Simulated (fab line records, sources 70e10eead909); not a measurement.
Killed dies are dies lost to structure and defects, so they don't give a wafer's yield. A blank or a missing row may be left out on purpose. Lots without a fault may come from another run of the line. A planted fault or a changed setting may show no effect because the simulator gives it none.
Which tool did it? | flow nand_harc | 11 lots, 33 wafers sampled, at 5 steps of a route of 1302

WHAT THE GAUGES READ, wafer by wafer
NHARC_END_SORT_01.
lot  | measured     | on        | killed_at_array
L874 | day 26 09:32 | prober-01 | 66 48 47
L882 | day 30 09:01 | prober-01 | 670 671 664
L884 | day 30 16:48 | prober-02 | 669 674 675

WHICH TOOL RAN EACH LOT (tool, then ch and the chambers of the sampled wafers, then the start)
lot  | NHARC_A_CONTACT_ETCH_49                       | NHARC_A_CONTACT_ETCH_111             | NHARC_A_CONTACT_ETCH_112             | NHARC_A_CONTACT_ETCH_115
L871 | rie_diel-13 ch 0,3, day 22 04:44 or earlier   | har_cap_etch-03 ch 0,1, day 22 04:44 | har_cap_etch-03 ch 0,1, day 22 04:56 | har_cap_etch-03 ch 0,1, day 22 05:26
L872 | rie_diel-06 ch 1,2,3, day 22 07:14 or earlier | har_cap_etch-02 ch 0,1, day 22 07:14 | har_cap_etch-02 ch 0,1, day 22 07:26 | har_cap_etch-02 ch 0,1, day 22 07:56
L873 | rie_diel-06 ch 1,2,3, day 22 21:07 or earlier | har_cap_etch-02 ch 1, day 22 21:07   | har_cap_etch-02 ch 1, day 22 21:19   | har_cap_etch-02 ch 1, day 22 21:49
L874 | rie_diel-06 ch 0,1, day 23 10:28 or earlier   | har_cap_etch-01 ch 0,1, day 23 10:28 | har_cap_etch-01 ch 0,1, day 23 10:40 | har_cap_etch-01 ch 0,1, day 23 11:10
L876 | rie_diel-12 ch 0,2,3, day 24 10:23 or earlier | har_cap_etch-03 ch 0, day 24 10:23   | har_cap_etch-03 ch 0, day 24 10:36   | har_cap_etch-03 ch 0, day 24 11:07
L879 | rie_diel-06 ch 1,3, day 25 09:10 or earlier   | har_cap_etch-02 ch 0,1, day 25 09:10 | har_cap_etch-02 ch 0,1, day 25 09:22 | har_cap_etch-02 ch 0,1, day 25 09:53
L882 | rie_diel-13 ch 0,3, day 27 05:58 or earlier   | har_cap_etch-03 ch 0,1, day 27 05:58 | har_cap_etch-03 ch 0,1, day 27 06:10 | har_cap_etch-03 ch 0,1, day 27 06:40
L884 | rie_diel-12 ch 0,2,3, day 27 14:38 or earlier | har_cap_etch-02 ch 0,1, day 27 14:38 | har_cap_etch-02 ch 0,1, day 27 14:54 | har_cap_etch-02 ch 0,1, day 27 15:35
L883 | rie_diel-06 ch 1,2, day 27 21:14 or earlier   | har_cap_etch-02 ch 0,1, day 27 21:14 | har_cap_etch-02 ch 0,1, day 27 21:29 | har_cap_etch-02 ch 0,1, day 27 22:10
L886 | rie_diel-13 ch 0,1,2, day 28 05:56 or earlier | har_cap_etch-01 ch 0,1, day 28 05:56 | har_cap_etch-01 ch 0,1, day 28 06:08 | har_cap_etch-01 ch 0,1, day 28 06:39
L892 | rie_diel-12 ch 1,2, day 30 21:56 or earlier   | har_cap_etch-02 ch 0,1, day 30 21:56 | har_cap_etch-02 ch 0,1, day 30 22:08 | har_cap_etch-02 ch 0,1, day 30 22:38
- NHARC_A_CONTACT_ETCH_49: etches the open film in N2/H2, target depth 260 nm, time 475.3 s.
- NHARC_A_CONTACT_ETCH_111: etches the open film in C4F8/O2/Ar, time 140 s, target depth 700 nm.
- NHARC_A_CONTACT_ETCH_112: etches the open film in C4F8/O2/Ar, time 190 s, target depth 1850 nm.
- NHARC_A_CONTACT_ETCH_115: etches the open film in C4F8/O2/Ar, time 190 s, target depth 1850 nm.

THE ANSWER, worked out from the rows above alone
Rule: what is usual is taken from the lots themselves. Put in order of their means at a reading, lots are off if they are a third of the lots or fewer, leave a main group of 4 or more, and stand apart from it by a gap of 3 or more times the standard deviation of the main group's means; of several such gaps the widest counts. A main group whose means are all the same, to the digits that the tables above print for the reading, isn't used. A lot without any number at a reading at which 4 lots or more have one is off too. The other lots that the step has rows for count as sound.
No lot is off at any reading shown: from this, nothing can be told.

WHAT THE SIMULATOR HAD PUT IN
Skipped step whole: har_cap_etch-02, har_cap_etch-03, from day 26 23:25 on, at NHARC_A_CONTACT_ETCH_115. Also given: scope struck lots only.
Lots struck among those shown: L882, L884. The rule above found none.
